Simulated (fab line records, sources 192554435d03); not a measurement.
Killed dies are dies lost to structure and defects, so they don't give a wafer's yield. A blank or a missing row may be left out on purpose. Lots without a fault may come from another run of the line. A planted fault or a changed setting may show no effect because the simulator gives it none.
Which tool did it? | flow n5_finfet | 10 lots, 30 wafers sampled, at 5 steps of a route of 1938

WHAT THE GAUGES READ, wafer by wafer
N5_SDB_CD_MEAS_11: target cd 50 nm.
lot  | measured    | on        | cd_nm (nm)
L629 | day 3 17:44 | cd_sem-02 | 51.8 51.2 50.9
L630 | day 3 21:39 | cd_sem-02 | 50.1 49.3 49.4
L634 | day 4 23:24 | cd_sem-02 | 48.5 48.7 49.4
L636 | day 5 10:13 | cd_sem-03 | 50.5 50.9 49.2
L638 | day 5 23:25 | cd_sem-02 | 49.2 47.3 48.4
L639 | day 6 06:29 | cd_sem-01 | 50.3 50.0 49.0
L641 | day 6 17:10 | cd_sem-01 | 48.8 49.5 49.9
L647 | day 8 06:40 | cd_sem-02 | 49.9 50.0 49.5
L648 | day 8 14:34 | cd_sem-03 | 52.0 51.9 52.0
L651 | day 9 04:52 | cd_sem-03 | 49.6 50.2 49.7

N5_SDB_INSPECT_13: inspects for defects (brightfield).
lot  | measured    | on                | raw_defect_count
L629 | day 3 17:47 | defect_inspect-01 | 44 56 57
L630 | day 3 21:42 | defect_inspect-01 | 51 45 37
L634 | day 4 23:27 | defect_inspect-02 | 51 75 63
L636 | day 5 10:16 | defect_inspect-02 | 31 79 63
L638 | day 5 23:28 | defect_inspect-02 | 115 61 85
L639 | day 6 06:32 | defect_inspect-02 | 34 70 60
L641 | day 6 17:13 | defect_inspect-02 | 117 144 47
L647 | day 8 06:43 | defect_inspect-02 | 146 76 78
L648 | day 8 14:37 | defect_inspect-01 | 28 45 48
L651 | day 9 04:55 | defect_inspect-02 | 69 60 60

N5_BEOL_M4_RC_MEAS_101.
lot  | measured     | on        | DIBL_N (mV/V)  | DIBL_P (mV/V)  | IOFF_N (nA/um)    | IOFF_P (nA/um) | ION_N (uA/um) | ION_P (uA/um) | SS_N (mV/dec)  | SS_P (mV/dec)  | VT_N (mV)   | VT_P (mV)
L629 | day 7 23:34  | prober-01 | 37.3 35.8 37.5 | 39.0 37.3 39.4 | 0.199 0.157 0.190 | 0.25 0.22 0.26 | 697 682 674   | 474 469 464   | 71.6 71.3 72.0 | 73.8 72.9 73.9 | 244 247 244 | -248 -248 -248
L630 | day 8 07:26  | prober-01 | 33.9 33.9 33.6 | 34.2 34.5 34.4 | 0.125 0.125 0.123 | 0.19 0.19 0.18 | 661 667 663   | 463 458 451   | 71.2 70.9 70.6 | 72.3 73.0 72.5 | 254 254 254 | -249 -251 -253
L634 | day 9 03:46  | prober-01 | 36.2 37.3 35.7 | 36.6 38.7 35.5 | 0.185 0.213 0.158 | 0.28 0.30 0.24 | 690 704 682   | 481 492 469   | 71.3 71.8 71.7 | 73.0 73.5 72.8 | 244 244 248 | -242 -243 -245
L636 | day 9 22:26  | prober-01 | 34.2 35.7 34.2 | 34.8 36.5 35.4 | 0.125 0.151 0.129 | 0.21 0.23 0.21 | 667 676 662   | 469 465 465   | 71.0 71.8 71.3 | 72.6 73.2 72.9 | 251 251 254 | -248 -247 -247
L638 | day 10 02:07 | prober-02 | 35.9 34.7 34.6 | 36.1 35.1 34.3 | 0.152 0.137 0.133 | 0.19 0.18 0.17 | 666 676 672   | 458 467 457   | 71.8 71.7 71.9 | 74.0 73.5 73.0 | 250 250 252 | -253 -253 -257
L639 | day 10 14:38 | prober-01 | 34.9 36.1 35.3 | 35.9 37.8 36.1 | 0.144 0.166 0.151 | 0.19 0.22 0.20 | 673 676 668   | 467 463 462   | 70.7 71.9 71.2 | 72.8 73.1 73.0 | 250 250 250 | -250 -248 -247
L641 | day 10 20:22 | prober-01 | 35.5 37.2 36.6 | 34.5 36.2 35.7 | 0.131 0.157 0.153 | 0.17 0.20 0.18 | 669 670 685   | 456 454 458   | 70.7 71.0 71.5 | 74.0 73.5 74.0 | 254 250 249 | -256 -255 -255
L647 | day 12 10:03 | prober-02 | 37.0 35.8 35.2 | 38.2 36.5 35.7 | 0.190 0.169 0.152 | 0.27 0.25 0.23 | 680 686 666   | 468 471 465   | 71.3 71.2 71.1 | 73.7 73.7 73.1 | 247 247 248 | -244 -244 -246
L648 | day 12 22:46 | prober-02 | 36.7 35.3 38.0 | 37.0 35.0 37.8 | 0.177 0.153 0.212 | 0.22 0.19 0.23 | 680 665 674   | 462 452 455   | 71.6 71.6 72.3 | 74.1 72.9 74.4 | 248 251 246 | -251 -253 -250
L651 | day 13 16:16 | prober-01 | 35.1 36.5 37.9 | 33.1 34.6 36.6 | 0.124 0.139 0.169 | 0.19 0.22 0.24 | 674 666 680   | 470 469 476   | 70.4 71.8 71.0 | 71.9 71.9 73.1 | 252 251 245 | -249 -246 -246

WHICH TOOL RAN EACH LOT (tool, then ch and the chambers of the sampled wafers, then the start)
lot  | N5_SDB_CMP_30                | N5_DUMMY_REMOVAL_HM_STRIP_01
L629 | cmp-04 ch 1,2,3, day 3 21:47 | rie_diel-02 ch 0,1,3, day 3 22:08
L630 | cmp-04 ch 0,2,3, day 4 01:46 | rie_diel-05 ch 0,1,3, day 4 02:02
L634 | cmp-03 ch 0,1,3, day 5 03:10 | rie_diel-02 ch 0,1,2, day 5 03:41
L636 | cmp-03 ch 0,1,2, day 5 14:10 | rie_diel-06 ch 0,1,3, day 5 14:29
L638 | cmp-04 ch 0,1,3, day 6 04:18 | rie_diel-02 ch 0,1,3, day 6 04:47
L639 | cmp-03 ch 0,3, day 6 14:03   | rie_diel-02 ch 0,1, day 6 14:22
L641 | cmp-04 ch 0,2,3, day 6 20:47 | rie_diel-02 ch 1,3, day 6 21:08
L647 | cmp-04 ch 0,2,3, day 8 11:12 | rie_diel-02 ch 0,1,2, day 8 11:29
L648 | cmp-01 ch 1,2,3, day 8 19:26 | rie_diel-02 ch 0,1, day 8 19:45
L651 | cmp-01 ch 2,3, day 9 08:40   | rie_diel-06 ch 0,2, day 9 09:01
- N5_SDB_CMP_30: polishes, stops on poly-Si, t overpolish 1.54 s, target thk 30 nm.
- N5_DUMMY_REMOVAL_HM_STRIP_01: strips SiNx in CH3F/O2, stops on poly-Si, target depth 4 nm, time 6.8 s.

WHAT THE TOOLS THEMSELVES READ (means of the sampled wafers that have a number; where no wafer has one, the mark that the record gives instead)
N5_SDB_CMP_30.
lot  | tool   | motor_current_A (A) | overpolish_run_s (s) | platen_rpm (rpm) | time_to_endpoint_s (s)
L629 | cmp-04 | 12.8                | 1.546                | 51.79            | 17.7
L630 | cmp-04 | 13.2                | 1.540                | 51.81            | 19.5
L634 | cmp-03 | 11.0                | 1.551                | 51.82            | 16.4
L636 | cmp-03 | 11.3                | 1.537                | 51.80            | 17.1
L638 | cmp-04 | 13.3                | 1.537                | 51.80            | 15.5
L639 | cmp-03 | 11.3                | 1.534                | 51.79            | 17.5
L641 | cmp-04 | 13.5                | 1.541                | 49.72            | 17.1
L647 | cmp-04 | 13.4                | 1.538                | 49.73            | 20.1
L648 | cmp-01 | 13.3                | 1.547                | 51.78            | 18.8
L651 | cmp-01 | 14.3                | 1.538                | 51.82            | 16.9

N5_DUMMY_REMOVAL_HM_STRIP_01.
lot  | tool        | drypump_motor_current_A (A) | oes_product_au (a.u.) | rf_vpp_V (V) | showerhead_plenum_p_Torr (Torr) | throttle_valve_pct (%)
L629 | rie_diel-02 | 5.9                         | 0.60                  | 127.3        | 1.96                            | 16.33
L630 | rie_diel-05 | 6.1                         | 0.64                  | 127.5        | 2.01                            | 16.50
L634 | rie_diel-02 | 5.7                         | 0.62                  | 126.8        | 2.03                            | 16.35
L636 | rie_diel-06 | 5.3                         | 0.65                  | 128.5        | 2.04                            | 16.47
L638 | rie_diel-02 | 6.0                         | 0.59                  | 127.7        | 1.96                            | 16.36
L639 | rie_diel-02 | 5.7                         | 0.61                  | 128.0        | 2.02                            | 16.30
L641 | rie_diel-02 | 6.0                         | 0.58                  | 126.0        | 1.95                            | 16.35
L647 | rie_diel-02 | 5.6                         | 0.60                  | 127.5        | 2.02                            | 16.40
L648 | rie_diel-02 | 5.7                         | 0.60                  | 127.5        | 2.01                            | 16.34
L651 | rie_diel-06 | 5.6                         | 0.61                  | 128.6        | 2.05                            | 16.47

THE ANSWER, worked out from the rows above alone
Rule: what is usual is taken from the lots themselves. Put in order of their means at a reading, lots are off if they are a third of the lots or fewer, leave a main group of 4 or more, and stand apart from it by a gap of 3 or more times the standard deviation of the main group's means; of several such gaps the widest counts. A main group whose means are all the same, to the digits that the tables above print for the reading, isn't used. A lot without any number at a reading at which 4 lots or more have one is off too. The other lots that the step has rows for count as sound. The gauges are gone through in route order, then the tools' own readings, and for those a lot's mean is taken as printed above. The first step at which some lot is off is used, and at that step the reading that is off furthest; a lot without a number counts as furthest.
Off: L641, L647, at N5_SDB_CMP_30 (platen_rpm). The main group: mean 51.80 rpm, standard deviation 0.014.
A tool fits if, at that step or a process step before it, it ran every lot that is off, and no sound lot after the first of them. One fits: cmp-04 at N5_SDB_CMP_30. Its last sound lot is L638 (day 6 04:18), its first lot that is off L641 (day 6 20:47): a fault that began between those two fits.
The tool's own readings at N5_SDB_CMP_30 bear it out: on the lots that are off they differ by more than 5 times the standard deviation of the sound lots' means. platen_rpm reads 49.72 rpm there against 51.80 rpm on the sound lots.

WHAT THE SIMULATOR HAD PUT IN
Process parameter drift: cmp-04, from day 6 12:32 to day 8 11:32, at N5_SDB_CMP_30. Setting platen_rpm, moved by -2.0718, from 51.796. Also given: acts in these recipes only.
Lots struck among those shown: L641, L647. The rule above found the same.
